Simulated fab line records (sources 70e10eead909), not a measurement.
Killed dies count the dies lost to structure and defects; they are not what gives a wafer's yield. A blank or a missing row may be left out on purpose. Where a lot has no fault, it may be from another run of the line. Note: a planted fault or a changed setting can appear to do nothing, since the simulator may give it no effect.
A struck lot beside a sound one | flow nand-harc | 25 out of 1159 route steps
Sound: the wafers L520.1, L520.5, L520.6. Wafers struck: L522.2, L522.4, L522.6. Last of all comes the cause.
Per side, at each step with rows, come the tool, then ch with its chambers, and then its first start. Under that, the readings that differ: sound wafers | struck wafers | difference of the means | sigmas: that difference in standard deviations of wafers without a fault.
alike: same words and numbers on both sides, and readings whose means sit less than 2 such deviations apart. not compared: any withheld reading, any reading some wafer has no value for, any bound like >300 that may hide the same value, and any number with overlapping values for which the record gives no deviation.
The two part at a step that has a row with sigmas, a row that says differs or no value, or rows on one side only. When numbers do not overlap yet have no deviation, they are printed without sigmas and do not part them. Lack of a reading on every wafer of one side parts them only where that side has two or more wafers.

first, 6 steps without rows for these wafers: NHARC_P_GATE_COAT_85; NHARC_P_GATE_SOFTBAKE_86 (time 95 s); NHARC_P_GATE_EBR_87; NHARC_P_GATE_EXPOSE_88 (exposes mask P HVN, target cd 2000 nm); NHARC_P_GATE_PEB_89 (peb time 85 s); NHARC_P_GATE_DEVELOP_90 (time 70 s).
NHARC_P_GATE_CD_MEAS_91 targets a cd of 2000 nm.
  sound on cd-sem-03 ch 0, day 6 08:01; struck on cd-sem-01 ch 0, day 7 03:05
  alike: cd-nm
then, 1 step without rows for these wafers: NHARC_P_GATE_HARDBAKE_92 (time 80 s).
NHARC_P_GATE_DESCUM_93: chemistry O2, time 3 s.
  sound on rie-diel-07 ch 2,3, day 6 08:11; struck on rie-diel-09 ch 0,2, day 7 03:15
  reading                         | sound          | struck         | difference | sigmas
  showerhead-plenum-p-Torr (Torr) | 1.81 1.94 1.81 | 2.07 1.98 2.07 | +0.19      | +2
  alike: drypump-motor-current-A, o2-flow-sccm, oes-product-au, rf-vpp-V, throttle-valve-pct
  not compared: rf-hours-counter-h
following that, these wafers have no rows for 1 step: NHARC_P_GATE_IMPLANT_94.
NHARC_P_GATE_STRIP_113: strips in N2/H2, time 740 s.
  sound on plasma-asher-02 ch 0,1, day 6 08:40; struck on plasma-asher-01 ch 0,1, day 7 03:46
  alike: drypump-motor-current-A, heater-power-w
  not compared: rf-hours-counter-h
NHARC_P_GATE_STRIP_95: strips in O2.
  sound on plasma-asher-02 ch 0,1, day 6 09:16; struck on plasma-asher-01 ch 0,1, day 7 04:23
  alike: drypump-motor-current-A, heater-power-w
  not compared: rf-hours-counter-h
NHARC_P_GATE_STRIP_96: strips in SPM, time 900 s.
  sound on wet-bench-01 ch 3,6,7, day 6 09:28; struck on wet-bench-01 ch 0,1,7, day 7 04:35
then, 2 steps without rows for these wafers: NHARC_P_GATE_RTA_64 (time 1 s); NHARC_P_GATE_ETCH_77 (etches SiO2 in dHF, target depth 6 nm).
NHARC_P_GATE_DEGAS_109: time 60 s.
  sound on pvd-sputter-01 at day 6 10:09; struck on pvd-sputter-01 at day 7 05:16
  alike: heater-power-w
then, 5 steps without rows for these wafers: NHARC_P_GATE_PRE_CLEAN_110 (time 30 s); NHARC_P_GATE_SPUTTER_78 (material Ni, target thk 10 nm); NHARC_P_GATE_SPUTTER_79 (material TiN, target thk 10 nm); NHARC_P_GATE_RTA_80 (time 30 s); NHARC_P_GATE_STRIP_67 (strips in SPM, time 600 s).
NHARC_P_GATE_RTA_82: time 30 s.
  sound on rtp-anneal-01 ch 0, day 6 10:55; struck on rtp-anneal-02 ch 0, day 7 06:02
  reading             | sound       | struck      | difference | sigmas
  lamp-power-pct (%)  | 4.3 4.3 4.3 | 3.6 3.6 3.6 | -0.7       | -2
  lamp_zone_2_pct (%) | 4.3 4.3 4.3 | 3.6 3.6 3.6 | -0.7       | -2
  lamp_zone_4_pct (%) | 4.3 4.3 4.3 | 3.6 3.6 3.6 | -0.7       | -2
  alike: wafer_temp_C_max
NHARC_P_GATE_INSPECT_68:
  sound on defect-inspect-01 at day 6 11:06; struck on defect-inspect-01 at day 7 06:13
  reading          | sound       | struck      | difference | sigmas
  raw-defect-count | 359 161 183 | 419 420 449 | +195       | +2
then, 1 step without rows for these wafers: NHARC_P_CONTACT_DEP_30 (deposits SiNx, target thk 30 nm).
-- the record jumps here: 14 days lie between the struck wafers' starts before and after (it left off in module P_CONTACT and takes up again in module END, whose first step shown is number 1159 of the route) --
NHARC_END_SORT_01:
  sound on prober-02 ch 0, day 20 18:08; struck on prober-02 ch 0, day 21 02:44
  reading             | sound    | struck | difference | sigmas
  killed-at-periphery | 4 2 2    | 68 38  | +50        | +25
  killed-dies         | 35 30 31 | 101 60 | +48        | +4
  alike: killed-at-array, killed-at-other, killed-open, killed-short

WHERE THEY PART
At NHARC_P_GATE_DESCUM_93 first; at NHARC_END_SORT_01 last (within this record only).

WHY: what had been put in by the simulator
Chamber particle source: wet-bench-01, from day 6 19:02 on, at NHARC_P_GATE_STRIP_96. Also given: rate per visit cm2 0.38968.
